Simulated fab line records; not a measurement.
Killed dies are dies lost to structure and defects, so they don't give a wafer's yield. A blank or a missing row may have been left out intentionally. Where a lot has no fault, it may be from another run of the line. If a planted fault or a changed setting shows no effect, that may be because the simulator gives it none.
Chamber matching | flow nand-harc | 3 sister chambers for NHARC_P_M0_PRE_CLEAN_31 on pecvd-03
The step time 12 s. 3 wafers are shown with their chamber, then 7 later ones without.

## WAFERS, EACH WITH ITS CHAMBER
wafer  | chamber | heater-power-w (W)
L077.5 | 0       | 605
L087.1 | 1       | 655
L090.5 | 2       | 627

## WAFERS WITHOUT THEIR CHAMBER
wafer  | heater-power-w (W)
L090.6 | 560
L091.1 | 521
L091.4 | 515
L091.5 | 551
L092.1 | 577
L092.3 | 580
L092.5 | 572

## EACH ONE'S CHAMBER
wafer  | from the rows above          | in truth
L090.6 | can't be placed: 0 or 2 or 1 | 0
L091.1 | can't be placed: 0 or 2 or 1 | 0
L091.4 | can't be placed: 0 or 2 or 1 | 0
L091.5 | can't be placed: 0 or 2 or 1 | 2
L092.1 | can't be placed: 0 or 2 or 1 | 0
L092.3 | can't be placed: 0 or 2 or 1 | 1
L092.5 | can't be placed: 0 or 2 or 1 | 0
Correctly placed: 0 of 7. From these rows, 7 cannot be placed; in 7 the true chamber is one of the candidates. Wrongly placed: 0.
How it was worked out, from the rows above alone: a wafer's distance from a chamber is the root of the sum, over the readings, of the square of ((its reading less the chamber's mean) divided by the reading's scatter). The wafer belongs to the nearest chamber; if the next one is less than 2 further off, it can't be placed. Each chamber's mean is taken over the wafers shown for it. The scatter (one wafer shown for each chamber): square how far every hidden wafer sits from the nearest shown wafer, average those squares and take the square root.
